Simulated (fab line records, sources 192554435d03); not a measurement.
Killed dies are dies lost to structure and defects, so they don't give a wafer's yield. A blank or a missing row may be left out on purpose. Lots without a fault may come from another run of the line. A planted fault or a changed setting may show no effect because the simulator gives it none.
Which tool did it? | flow n5_finfet | 23 lots, 69 wafers sampled, at 1 step of a route of 1938

WHAT THE GAUGES READ, wafer by wafer
N5_BEOL_M15_CD_MEAS_28: target cd 407.6 nm. Usual: cd_nm 408.1 nm, standard deviation 2.5.
lot  | measured     | on        | cd_nm (nm)        | flag
L074 | day 11 04:19 | cd_sem-03 | 402.6 404.2 402.7 |
L076 | day 11 19:40 | cd_sem-01 | 401.4 401.5 403.0 |
L077 | day 11 22:37 | cd_sem-02 | 408.0 407.7 406.5 |
L078 | day 12 07:26 | cd_sem-02 | 407.8 409.9 409.1 |
L079 | day 12 08:02 | cd_sem-01 | 410.0 407.5 409.4 |
L075 | day 12 13:28 | cd_sem-01 | 405.8 405.5 408.5 |
L080 | day 13 02:47 | cd_sem-03 | 410.2 408.3 409.5 |
L081 | day 13 08:59 | cd_sem-01 | 414.3 410.7 410.3 |
L082 | day 14 03:49 | cd_sem-02 | 409.6 408.1 409.0 |
L084 | day 14 08:43 | cd_sem-01 | 407.5 408.6 405.4 |
L083 | day 14 12:13 | cd_sem-02 | 409.5 411.2 411.5 |
L086 | day 14 14:29 | cd_sem-02 | 409.9 410.5 411.3 |
L085 | day 14 21:32 | cd_sem-03 | 410.4 411.9 408.5 |
L087 | day 15 06:05 | cd_sem-02 | 405.9 407.9 405.6 |
L088 | day 15 06:25 | cd_sem-03 | 407.3 405.0 407.8 |
L089 | day 15 12:26 | cd_sem-03 | 408.0 407.5 406.6 |
L090 | day 15 22:26 | cd_sem-02 | 408.2 408.4 407.0 |
L091 | day 16 01:04 | cd_sem-01 | 410.5 410.1 410.8 |
L092 | day 16 03:03 | cd_sem-03 | 408.9 407.9 406.2 |
L093 | day 16 08:13 | cd_sem-02 | 411.0 409.3 410.6 |
L094 | day 16 12:14 | cd_sem-03 | 406.6 409.0 409.3 |
L095 | day 17 05:08 | cd_sem-01 | 410.4 406.8 409.8 |
L097 | day 17 20:20 | cd_sem-02 | 405.9 405.5 409.9 |

WHICH TOOL RAN EACH LOT (tool, then ch and the chambers of the sampled wafers, then the start)
The record holds no process step before these readings.

WHAT THE TOOLS THEMSELVES READ (means of the sampled wafers that have a number; where no wafer has one, the mark that the record gives instead)
The record holds no such reading with a usual standard deviation.

THE ANSWER, worked out from the rows above alone
Rule: a lot is off if the mean of its wafers that have a number lies more than 3 standard deviations from the usual mean. A lot without any number at a reading at which 4 lots or more have one is off too. The other lots that the step has rows for count as sound. The gauges are gone through in route order, then the tools' own readings, and for those a lot's mean is taken as printed above. The first step at which some lot is off is used, and at that step the reading that is off furthest; a lot without a number counts as furthest.
No lot is off at any reading shown: from this, nothing can be told.

WHAT THE SIMULATOR HAD PUT IN
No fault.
